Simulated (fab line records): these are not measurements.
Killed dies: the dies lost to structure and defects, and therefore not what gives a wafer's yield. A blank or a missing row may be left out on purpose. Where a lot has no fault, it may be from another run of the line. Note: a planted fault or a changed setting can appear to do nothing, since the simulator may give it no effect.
Struck lot and sound lot, side by side | flow nand-harc | 14 out of 1159 route steps
Sound: the wafers L409.2, L409.4, L409.5. Struck: wafer L425.3. (L425.1, L425.2 of the same lot were not struck and are left out.) The cause comes at the end.
At each step with rows: each side's tool, then ch and its chambers, then its first start. Under that, the readings that differ: sound wafers | struck wafers | difference of the means | sigmas: that difference in standard deviations of wafers without a fault.
alike: words and numbers the same on both sides, and readings whose means are apart by under 2 such deviations; not compared: readings that were withheld, readings missing a value for some wafer, numbers with overlapping values and no deviation given by the record, and bounds like >300 which may hide the same value.
The two part at a step that has a row with sigmas, a row that says differs or no value, or rows on one side only. Numbers that have no deviation but don't overlap get no sigmas and don't part them. A reading missing from all wafers of one side parts the sides only when that side holds two or more wafers.

NHARC_A_M0_CMP_23: polishes, t overpolish 20 s, target thk 113.75 nm.
  sound on cmp-02 ch 0,2, day 17 20:23; struck on cmp-04 ch 2, day 22 02:18
  alike: edge-zone-pressure-frac, motor-current-A, time-to-endpoint-s
NHARC_A_M0_THK_MEAS_24: measures by xrf.
  struck on film-metro-02, day 22 02:37; sound on film-metro-02, day 17 20:41
  alike: thk-nm
then, 1 step without rows for these wafers: NHARC_A_M0_SRD_25.
NHARC_A_M0_INSPECT_27:
  struck on defect-inspect-01, day 22 02:46; sound on defect-inspect-01, day 17 20:51
  alike: raw-defect-count
NHARC_A_M0_PRE_CLEAN_31: time 12 s.
  sound on pecvd-04 ch 0,1, day 17 20:56; struck on pecvd-03 ch 2, day 22 02:50
  alike: heater-power-w
NHARC_A_M0_DEP_32: deposits SiCN, target thk 30 nm.
  sound on pecvd-04 ch 0,1, day 17 21:02; struck on pecvd-03 ch 2, day 22 02:55
  alike: heater-power-w
then, 5 steps without rows for these wafers: NHARC_A_M1_DEP_00 (deposits SiOC, target thk 182.5 nm); NHARC_A_M1_DEHYDRATE_01 (time 120 s); NHARC_A_M1_HMDS_02 (time 30 s); NHARC_A_M1_COAT_34 (time 65 s); NHARC_A_M1_COAT_03 (resist thk 90 nm).
NHARC_A_M1_SOFTBAKE_04: time 55 s.
  sound on litho-track-01 ch 0, day 17 21:00; struck on litho-track-01 ch 0, day 22 03:00
  reading                  | sound                | struck | difference | sigmas
  heater-power-total-W (W) | 188.61 188.35 188.42 | 222.65 | +34.19     | +99 or more
then, 1 step without rows for these wafers: NHARC_A_M1_EBR_05.
NHARC_END_SORT_01:
  sound on prober-02 ch 0, day 19 07:03; struck on prober-01 ch 0, day 23 19:38
  reading                | sound          | struck | difference | sigmas
  sort-rim-yield-pct (%) | 94.3 98.1 92.5 | 88.7   | -6.3       | -3
  alike: defect-limited-yield, killed-at-array, killed-at-other, killed-at-periphery, killed-dies, killed-open, killed-short, sort_bin_2_pct, sort_bin_3_pct, sort_bin_4_pct, sort-n-pass, sort-yield-pct

== WHERE THEY PART ==
First at NHARC_A_M1_SOFTBAKE_04; last, within this record, at NHARC_END_SORT_01.

WHY: what had been put in by the simulator
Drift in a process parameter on litho-track-01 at NHARC_A_M1_SOFTBAKE_04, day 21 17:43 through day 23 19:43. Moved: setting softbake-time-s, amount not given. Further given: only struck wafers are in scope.
